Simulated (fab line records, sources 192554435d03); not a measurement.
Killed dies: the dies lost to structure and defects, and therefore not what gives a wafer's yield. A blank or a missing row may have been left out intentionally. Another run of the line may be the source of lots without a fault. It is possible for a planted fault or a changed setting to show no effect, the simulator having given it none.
A lot that was struck, set against a sound lot + flow n5Finfet + 15 out of 1938 route steps
Sound: these wafers, L877.3, L877.4, L877.6. Wafers struck: L888.2, L888.3, L888.6. The cause is given at the end.
Per side, at each step with rows, come the tool, then ch with its chambers, and then its first start. Under that, the readings that differ: sound wafers + struck wafers + difference of the means + sigmas: that difference in standard deviations of wafers without a fault.
alike: readings whose means differ by less than 2 such deviations, and words and numbers that are the same on both sides. not compared: withheld readings, readings that some wafer has no value for, bounds like >300 that may hide the same value, and numbers for which the record gives no deviation and whose values overlap.
The two part at a step that has a row with sigmas, a row that says differs or no value, or rows on one side only. Numbers that have no deviation but don't overlap get no sigmas and don't part them. Lack of a reading on every wafer of one side parts them only where that side has two or more wafers.

N5_GATE_CUT_VAPOR_ETCH_60: etches HfO2 in BCl3/Cl2.
  sound on rieMetal-01 ch 0,1, day 5 23:20; struck on rieMetal-02 ch 0,1, day 8 16:40
| reading             | sound          | struck         | difference | sigmas |
|---------------------|----------------|----------------|------------|--------|
| oesProductAu (a.u.) | 0.96 0.78 0.95 | 0.71 0.71 0.75 | -0.17      | -2     |
  alike: drypumpMotorCurrentA
then, 1 step without rows for these wafers: N5_GATE_CUT_ETCH_58 (etches SiNx in CH3F/O2, target depth 17 nm, time 128.6 s).
N5_GATE_CUT_STRIP_59: strips in N2/H2, time 20 s.
  sound on rieDiel-04 ch 1,2,3, day 5 23:29; struck on rieDiel-05 ch 1,2,3, day 8 16:50
  alike: chamberPressureMTorr, drypumpMotorCurrentA, n2FlowSccm, oesProductAu, rfVppV, showerheadPlenumPTorr, throttleValvePct
  not compared: rfHoursCounterH
then, 2 steps without rows for these wafers: N5_GATE_CUT_PRECLEAN_31 (cleans in DIW, time 300 s); N5_GATE_CUT_SRD_32 (time 30 s).
N5_GATE_CUT_SAC_CAP_01: material SiNx, target thk 24 nm, pulse time 1 s, ald cycles 480.
  sound on aldSin-01 ch 0,1,2, day 5 23:42; struck on aldSin-01 ch 2,3, day 8 17:02
  alike: heaterPowerW, precursorPulseHeightRel
  not compared: sinceWetCleanH
then, 1 step without rows for these wafers: N5_GATE_CUT_PECVD_57 (deposits SiNx from SiH4/NH3/N2, target thk 21 nm).
N5_GATE_CUT_CMP_02: polishes, stops on SiO2, t overpolish 12.7 s, target thk 0 nm.
  sound on cmp-04 ch 0,2, day 6 02:00; struck on cmp-01 ch 1,2, day 8 19:20
  alike: motorCurrentA, overpolishRunS, timeToEndpointS
N5_GATE_CUT_HM_DEP_46: deposits SiO2 from TEOS/O2, target thk 130 nm, time 26.6 s.
  sound on pecvd-02 ch 1,2, day 6 02:18; struck on pecvd-02 ch 1,2, day 8 19:40
  alike: heaterPowerW, showerheadPlenumPTorr, showerheadVppV, throttleValvePct
  not compared: sinceWetCleanH
then, 2 steps without rows for these wafers: N5_GATE_CUT_COAT_34 (time 60 s, resist thk 60 nm); N5_GATE_CUT_COAT_35 (time 60 s, resist thk 10 nm).
N5_GATE_CUT_COAT_27: time 60 s, resist thk 10 nm.
  sound on lithoTrack-01 ch 0, day 6 02:22; struck on lithoTrack-04 ch 0, day 8 19:44
| reading               | sound                | struck               | difference | sigmas |
|-----------------------|----------------------|----------------------|------------|--------|
| heaterPowerTotalW (W) | 391.6 390.8 393.2    | 408.2 408.3 406.4    | +15.8      | +12    |
| plateTempC (C)        | 204.79 204.78 204.79 | 212.02 211.80 211.91 | +7.12      | +45    |
then, 1 step without rows for these wafers: N5_GATE_CUT_COAT_07 (resist thk 30 nm).
-- here the record skips 5 days between the struck wafers' starts before and after, leaving off in module GATE_CUT and picking up in module BEOL_M4 (first step shown: number 1111 of the route) --
N5_BEOL_M4_RC_MEAS_101:
  sound on prober-01 ch 0, day 10 19:11; struck on prober-02 ch 0, day 13 11:48
| reading       | sound          | struck         | difference | sigmas |
|---------------|----------------|----------------|------------|--------|
| SS_N (mV/dec) | 70.4 71.2 71.1 | 71.9 71.9 71.7 | +0.9       | +2     |
  alike: DIBL_N, DIBL_P, IOFF_N, IOFF_P, ION_N, ION_P, SS_P, VT_N, VT_P
-- here the record skips 4 days between the struck wafers' starts before and after, leaving off in module BEOL_M4 and picking up in module PASSIVATION (first step shown: number 1936 of the route) --
N5_PASSIVATION_PROBE_49:
  struck on prober-01, day 17 22:40; sound on prober-01, day 15 09:32
  alike: defectLimitedYield, killed_at_M0_to_M3, killed_at_M4_up, killedAtContacts, killedAtFrontEnd, killedAtOther, killedDies, killedOnRim, killedOpen, killedShort, sort_bin_5_function, sort_bin_6_memory, sortNPass, sortYieldPct

WHERE THEY PART
First at N5_GATE_CUT_VAPOR_ETCH_60; last, within this record, at N5_BEOL_M4_RC_MEAS_101. Later steps at which nothing parts them and some readings are alike: N5_PASSIVATION_PROBE_49.

WHY: the cause the simulator had injected
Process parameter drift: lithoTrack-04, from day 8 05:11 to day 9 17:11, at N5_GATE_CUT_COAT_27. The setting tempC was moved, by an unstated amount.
